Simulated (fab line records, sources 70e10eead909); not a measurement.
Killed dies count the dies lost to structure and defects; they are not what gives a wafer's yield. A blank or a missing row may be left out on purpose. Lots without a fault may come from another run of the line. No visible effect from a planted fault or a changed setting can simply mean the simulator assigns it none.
Which tool did it? | flow nand-harc | 24 lots, 72 wafers sampled, at 3 steps of a route of 1302

WHAT THE GAUGES SHOWED, per wafer
NHARC_A_ONON_D2_THK_MEAS_02: measures by ellipsometry.
lot  | measured     | on            | thk-nm (nm)
L074 | day 12 10:32 | film-metro-01 | 998 996 997
L075 | day 12 10:26 | film-metro-01 | 986 988 989
L076 | day 13 02:59 | film-metro-01 | 994 994 995
L078 | day 13 22:10 | film-metro-01 | 998 998 998
L077 | day 13 22:08 | film-metro-02 | 987 986 987
L079 | day 14 18:23 | film-metro-01 | 1023 1018 1020
L080 | day 15 07:09 | film-metro-01 | 995 996 994
L081 | day 15 07:10 | film-metro-02 | 996 996 997
L082 | day 15 19:27 | film-metro-01 | 998 998 1000
L083 | day 16 05:50 | film-metro-02 | 981 981 979
L084 | day 16 21:05 | film-metro-01 | 1008 1006 1006
L085 | day 17 14:26 | film-metro-01 | 989 988 991
L086 | day 17 14:25 | film-metro-02 | 1015 1015 1015
L088 | day 18 16:34 | film-metro-02 | 1005 1006 1005
L090 | day 19 01:01 | film-metro-02 | 1010 1010 1010
L087 | day 19 00:50 | film-metro-02 | 999 1001 1000
L089 | day 19 00:52 | film-metro-01 | 1001 998 1002
L092 | day 19 13:50 | film-metro-02 | 1006 1005 1007
L091 | day 19 13:44 | film-metro-02 | 991 989 990
L094 | day 20 19:49 | film-metro-01 | 1001 999 1000
L093 | day 20 19:50 | film-metro-02 | 1012 1012 1012
L095 | day 21 15:17 | film-metro-01 | 1010 1009 1010
L096 | day 21 15:17 | film-metro-02 | 1003 1002 1003
L097 | day 21 22:57 | film-metro-01 | 995 998 997

NHARC_A_ONON_D2_THK_MEAS_14: measures by ellipsometry.
lot  | measured     | on            | thk-nm (nm)
L074 | day 12 12:49 | film-metro-02 | 995 995 995
L075 | day 12 12:41 | film-metro-01 | 1010 1007 1009
L076 | day 13 05:15 | film-metro-01 | 992 991 993
L078 | day 14 00:26 | film-metro-01 | 1000 1003 1000
L077 | day 14 00:25 | film-metro-02 | 1013 1013 1013
L079 | day 14 20:38 | film-metro-02 | 1005 1005 1006
L080 | day 15 09:25 | film-metro-01 | 1017 1018 1016
L081 | day 15 09:26 | film-metro-02 | 988 986 988
L082 | day 15 21:43 | film-metro-02 | 996 995 993
L083 | day 16 08:07 | film-metro-02 | 1013 1015 1011
L084 | day 16 23:22 | film-metro-01 | 1001 1003 1002
L085 | day 17 16:44 | film-metro-01 | 1008 1008 1009
L086 | day 17 16:41 | film-metro-02 | 996 995 995
L088 | day 18 18:50 | film-metro-02 | 997 997 997
L090 | day 19 03:17 | film-metro-02 | 1002 1000 1002
L087 | day 19 03:06 | film-metro-02 | 994 993 991
L089 | day 19 03:07 | film-metro-01 | 1001 1001 1003
L092 | day 19 16:06 | film-metro-02 | 980 980 981
L091 | day 19 16:00 | film-metro-01 | 1011 1010 1009
L094 | day 20 22:05 | film-metro-02 | 994 994 995
L093 | day 20 22:07 | film-metro-01 | 989 990 989
L095 | day 21 17:34 | film-metro-01 | 1014 1013 1015
L096 | day 21 17:41 | film-metro-02 | 970 969 971
L097 | day 22 01:13 | film-metro-01 | 994 995 995

TOOL THAT RAN EACH LOT (tool first, then ch and the chambers of the sampled wafers, then the start)
lot  | NHARC_A_DECK1_JOINT_ETCHBACK_00
L074 | rie-si-02 ch 1,2, day 11 12:52
L075 | rie-si-05 ch 2,3, day 11 12:52
L076 | rie-si-02 ch 1,2, day 11 23:54
L078 | rie-si-05 ch 2,3, day 12 17:17
L077 | rie-si-05 ch 0,1,3, day 12 20:55
L079 | rie-si-05 ch 1,2, day 13 08:25
L080 | rie-si-02 ch 0,1,3, day 14 04:22
L081 | rie-si-06 ch 0,1,3, day 14 04:22
L082 | rie-si-02 ch 2,3, day 14 19:48
L083 | rie-si-02 ch 0,1,2, day 15 07:17
L084 | rie-si-02 ch 0,2,3, day 15 21:46
L085 | rie-si-05 ch 1,2,3, day 16 08:08
L086 | rie-si-06 ch 1,2,3, day 16 08:10
L088 | rie-si-06 ch 0,3, day 17 16:56
L090 | rie-si-06 ch 0,2,3, day 17 23:31
L087 | rie-si-02 ch 0,1,3, day 17 23:32
L089 | rie-si-05 ch 1,3, day 18 03:07
L092 | rie-si-06 ch 0,2,3, day 18 15:39
L091 | rie-si-02 ch 0,1,3, day 18 15:40
L094 | rie-si-02 ch 0,1,3, day 19 15:32
L093 | rie-si-06 ch 1,2,3, day 19 15:34
L095 | rie-si-06 ch 0,2, day 20 10:54
L096 | rie-si-02 ch 0,1,2, day 20 17:46
L097 | rie-si-02 ch 0,2,3, day 20 22:04
- NHARC_A_DECK1_JOINT_ETCHBACK_00: etches the open film in HBr, target depth 30 nm, time 17.4 s.

AS READ BY THE TOOLS THEMSELVES (means over the sampled wafers that have a number; for cases with no such wafer, the mark the record gives instead)
NHARC_A_DECK1_JOINT_ETCHBACK_00.
lot  | tool      | drypump-motor-current-A (A) | oes-product-au (a.u.) | rf-fwd-power-W (W) | throttle-valve-pct (%)
L074 | rie-si-02 | 5.7                         | 1.001                 | 343.4              | 23.278
L075 | rie-si-05 | 5.3                         | 1.003                 | 343.7              | 23.264
L076 | rie-si-02 | 5.8                         | 1.007                 | 342.5              | 23.262
L078 | rie-si-05 | 5.6                         | 0.995                 | 343.9              | 23.267
L077 | rie-si-05 | 5.4                         | 1.004                 | 342.9              | 23.254
L079 | rie-si-05 | 5.8                         | 0.999                 | 345.5              | 23.273
L080 | rie-si-02 | 5.4                         | 1.013                 | 343.2              | 23.273
L081 | rie-si-06 | 5.2                         | 0.996                 | 343.7              | 23.262
L082 | rie-si-02 | 5.4                         | 1.008                 | 343.8              | 23.265
L083 | rie-si-02 | 5.5                         | 1.023                 | 343.8              | 23.266
L084 | rie-si-02 | 5.3                         | 1.016                 | 344.4              | 23.256
L085 | rie-si-05 | 5.6                         | 0.993                 | 343.9              | 23.262
L086 | rie-si-06 | 5.6                         | 1.001                 | 343.0              | 23.262
L088 | rie-si-06 | 5.0                         | 0.988                 | 345.4              | 23.269
L090 | rie-si-06 | 5.5                         | 1.000                 | 344.1              | 23.271
L087 | rie-si-02 | 5.4                         | 1.014                 | 343.7              | 23.269
L089 | rie-si-05 | 5.5                         | 0.994                 | 344.0              | 23.263
L092 | rie-si-06 | 5.5                         | 0.989                 | 343.5              | 23.268
L091 | rie-si-02 | 5.4                         | 1.010                 | 343.2              | 23.256
L094 | rie-si-02 | 5.4                         | 1.008                 | 342.2              | 23.271
L093 | rie-si-06 | 5.6                         | 1.015                 | 342.6              | 23.272
L095 | rie-si-06 | 6.0                         | 1.017                 | 344.5              | 23.269
L096 | rie-si-02 | 5.5                         | 1.006                 | 343.7              | 23.275
L097 | rie-si-02 | 5.3                         | 1.010                 | 344.3              | 23.265

THE ANSWER, worked out from the rows above alone
Rule: usual is defined by the lots themselves. The widest of any qualifying gaps counts: lots, ordered by their means at a reading, are off when they make up no more than a third of the lots, leave a main group of 4 or more, and stand apart from it by 3 or more times the standard deviation of that group's means. If all means in a main group match to the digits the tables above print for the reading, that group is not used. Also off: a lot with no number at a reading for which 4 or more lots have one. All remaining lots with rows at the step are treated as sound. After the gauges, taken in route order, come the tools' own readings; for these a lot's mean is taken, as printed above. The first step at which some lot is off is used, and at that step the reading that is off furthest; a lot without a number counts as furthest.
Across all readings shown, no lot is off: no conclusion can be drawn from this.

WHAT THE SIMULATOR PUT IN
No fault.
